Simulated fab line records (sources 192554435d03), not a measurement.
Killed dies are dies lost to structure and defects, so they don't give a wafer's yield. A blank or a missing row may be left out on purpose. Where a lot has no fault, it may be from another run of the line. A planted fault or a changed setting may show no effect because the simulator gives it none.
Chamber matching :: flow n5_finfet :: ald_metal-04 running N5_HKMG_FIN_ALD_21: 4 sister chambers
The step deposits TiN, target thk 1.5 nm, pulse time 1 s, purge time 3 s. 22 wafers are shown with their chamber, then 11 later ones without.

## WAFERS, EACH WITH ITS CHAMBER
wafer: L079.1
chamber: 3
heater_power_w (W): 724
precursor_pulse_height_rel: 1.006

wafer: L079.4
chamber: 1
heater_power_w (W): 786
precursor_pulse_height_rel: 0.951

wafer: L079.6
chamber: 3
heater_power_w (W): 726
precursor_pulse_height_rel: 1.018

wafer: L082.1
chamber: 2
heater_power_w (W): 895
precursor_pulse_height_rel: 1.003

wafer: L082.3
chamber: 1
heater_power_w (W): 773
precursor_pulse_height_rel: 0.996

wafer: L082.4
chamber: 0
heater_power_w (W): 1018
precursor_pulse_height_rel: 0.993

wafer: L086.2
chamber: 1
heater_power_w (W): 767
precursor_pulse_height_rel: 1.004

wafer: L086.4
chamber: 2
heater_power_w (W): 863
precursor_pulse_height_rel: 1.005

wafer: L086.5
chamber: 2
heater_power_w (W): 867
precursor_pulse_height_rel: 1.016

wafer: L088.2
chamber: 1
heater_power_w (W): 776
precursor_pulse_height_rel: 0.977

wafer: L088.3
chamber: 2
heater_power_w (W): 909
precursor_pulse_height_rel: 1.005

wafer: L088.6
chamber: 1
heater_power_w (W): 753
precursor_pulse_height_rel: 1.006

wafer: L090.2
chamber: 1
heater_power_w (W): 770
precursor_pulse_height_rel: 0.979

wafer: L090.4
chamber: 2
heater_power_w (W): 871
precursor_pulse_height_rel: 1.040

wafer: L090.6
chamber: 0
heater_power_w (W): 1004
precursor_pulse_height_rel: 0.987

wafer: L092.1
chamber: 0
heater_power_w (W): 998
precursor_pulse_height_rel: 1.025

wafer: L092.2
chamber: 1
heater_power_w (W): 751
precursor_pulse_height_rel: 1.008

wafer: L092.3
chamber: 2
heater_power_w (W): 870
precursor_pulse_height_rel: 0.979

wafer: L092.4
chamber: 3
heater_power_w (W): 724
precursor_pulse_height_rel: 0.991

wafer: L092.5
chamber: 1
heater_power_w (W): 742
precursor_pulse_height_rel: 0.982

wafer: L092.6
chamber: 0
heater_power_w (W): 1009
precursor_pulse_height_rel: 1.018

wafer: L093.2
chamber: 3
heater_power_w (W): 729
precursor_pulse_height_rel: 1.000

SIGNATURES (means of the wafers above)
reading: heater_power_w
chamber 0: 1007.25
chamber 1: 764.75
chamber 2: 879.17
chamber 3: 725.75
scatter within a chamber: 13.9

reading: precursor_pulse_height_rel
chamber 0: 1.00575
chamber 1: 0.98787
chamber 2: 1.00800
chamber 3: 1.00375
scatter within a chamber: 0.0183
Rule: distance of a wafer from a chamber = root of the sum over the readings of ((wafer's reading minus chamber's mean) / reading's scatter) squared. If the next closest chamber is less than 2 further off than the closest, the wafer can't be placed; otherwise it belongs to the closest. The scatter is the square root of a quotient: the sum, over the shown wafers, of each reading's squared deviation from its chamber's mean, divided by wafers minus chambers.

## WAFERS WHOSE CHAMBER IS MISSING
wafer: L093.4
heater_power_w (W): 995
precursor_pulse_height_rel: 0.995

wafer: L093.6
heater_power_w (W): 1028
precursor_pulse_height_rel: 0.972

wafer: L095.1
heater_power_w (W): 788
precursor_pulse_height_rel: 1.005

wafer: L095.2
heater_power_w (W): 722
precursor_pulse_height_rel: 0.987

wafer: L095.3
heater_power_w (W): 867
precursor_pulse_height_rel: 0.999

wafer: L095.4
heater_power_w (W): 1015
precursor_pulse_height_rel: 1.028

wafer: L095.5
heater_power_w (W): 727
precursor_pulse_height_rel: 1.007

wafer: L095.6
heater_power_w (W): 1001
precursor_pulse_height_rel: 0.939

wafer: L096.2
heater_power_w (W): 873
precursor_pulse_height_rel: 1.023

wafer: L096.5
heater_power_w (W): 730
precursor_pulse_height_rel: 0.969

wafer: L096.6
heater_power_w (W): 1013
precursor_pulse_height_rel: 0.989

## EACH ONE'S CHAMBER
wafer: L093.4
from the rows above: 0
in truth: 0

wafer: L093.6
from the rows above: 0
in truth: 0

wafer: L095.1
from the rows above: 1
in truth: 1

wafer: L095.2
from the rows above: 3
in truth: 3

wafer: L095.3
from the rows above: 2
in truth: 2

wafer: L095.4
from the rows above: 0
in truth: 0

wafer: L095.5
from the rows above: 3
in truth: 3

wafer: L095.6
from the rows above: 0
in truth: 0

wafer: L096.2
from the rows above: 2
in truth: 2

wafer: L096.5
from the rows above: can't be placed: 3 or 1
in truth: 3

wafer: L096.6
from the rows above: 0
in truth: 0
Correctly placed: 10 of 11. From these rows, 1 cannot be placed; in 1 the true chamber is one of the candidates. Number placed wrongly: 0.
